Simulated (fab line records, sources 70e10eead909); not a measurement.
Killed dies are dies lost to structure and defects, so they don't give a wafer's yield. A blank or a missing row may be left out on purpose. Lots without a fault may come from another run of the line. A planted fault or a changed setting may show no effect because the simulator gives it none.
Tool commonality check | flow nand_harc | 2 lots, 6 wafers sampled

WHY IT WAS OPENED
At NHARC_END_SORT_01 the reading killed_at_array is flagged on 2 of 2 lots. Wafers without a fault read 27, standard deviation 11.
Rule: a lot is flagged when every wafer of it that has a number lies more than 4 standard deviations from that mean, or none has a number. The other lots count as sound.

lot  | measured     | on        | killed_at_array, wafer by wafer | flag
L805 | day 22 00:38 | prober-02 | 114 103 100                     | FLAGGED
L807 | day 22 09:11 | prober-02 | 133 124 120                     | FLAGGED
The numbers of the flagged lots are 116 on average: +89 against the usual, or +8 standard deviations.

WHICH TOOL RAN EACH LOT
The record holds 3 process steps before the reading, out of a route of 1159 steps. In each cell: the tool, then ch and the chambers that the sampled wafers went through, then the start.
lot  | flag    | NHARC_A_CONTACT_ETCH_98            | NHARC_THIN_TSV_PVD_51                   | NHARC_THIN_TSV_ANNEAL_52
L805 | FLAGGED | rie_diel-08 ch 0,2, day 19 13:46   | pvd_sputter-02, day 21 08:23 or earlier | rtp_anneal-02 ch 0, day 21 08:23
L807 | FLAGGED | rie_diel-08 ch 0,1,2, day 20 04:24 | pvd_sputter-03, day 21 16:29 or earlier | rtp_anneal-02 ch 0, day 21 16:29
What these steps do:
- NHARC_A_CONTACT_ETCH_98: etches the open film in C4F6/O2, target depth 20 nm, time 10 s.
- NHARC_THIN_TSV_PVD_51: deposits Cu, target thk 100 nm.
- NHARC_THIN_TSV_ANNEAL_52: time 90 s.
- NHARC_END_SORT_01

FLAGGED OVER TOTAL, TOOL BY TOOL (the gauges that took the reading come last)
step                     | tool           | lots run | flagged | share of the flagged lots | sound lots run after its first flagged lot
NHARC_A_CONTACT_ETCH_98  | rie_diel-08    | 2        | 2       | all                       | 0
NHARC_THIN_TSV_PVD_51    | pvd_sputter-02 | 1        | 1       | some                      | 0
NHARC_THIN_TSV_PVD_51    | pvd_sputter-03 | 1        | 1       | some                      | 0
NHARC_THIN_TSV_ANNEAL_52 | rtp_anneal-02  | 2        | 2       | all                       | 0
NHARC_END_SORT_01        | prober-02      | 2        | 2       | all                       | 0
NHARC_THIN_TSV_PVD_51 gives no start for some lots, so the hours and the order of its lots are those of NHARC_THIN_TSV_ANNEAL_52.

WHAT THE TABLE ALLOWS
3 rows of the table ran every flagged lot: rie_diel-08 at NHARC_A_CONTACT_ETCH_98, rtp_anneal-02 at NHARC_THIN_TSV_ANNEAL_52, prober-02 at NHARC_END_SORT_01.
- rie_diel-08 at NHARC_A_CONTACT_ETCH_98: 2 of its 2 lots flagged. It ran no sound lot before its first flagged lot in this sample, so the start can't be narrowed down.
- rtp_anneal-02 at NHARC_THIN_TSV_ANNEAL_52: 2 of its 2 lots flagged. It ran no sound lot before its first flagged lot in this sample, so the start can't be narrowed down.
- prober-02 at NHARC_END_SORT_01: 2 of its 2 lots flagged. It ran no sound lot before its first flagged lot in this sample, so the start can't be narrowed down.
Counting lots can't tell these 3 tools apart, because each fits a fault that began at some hour. More lots, or a look at what each step does to the wafer, might.

WHAT THE SIMULATOR HAD PUT IN
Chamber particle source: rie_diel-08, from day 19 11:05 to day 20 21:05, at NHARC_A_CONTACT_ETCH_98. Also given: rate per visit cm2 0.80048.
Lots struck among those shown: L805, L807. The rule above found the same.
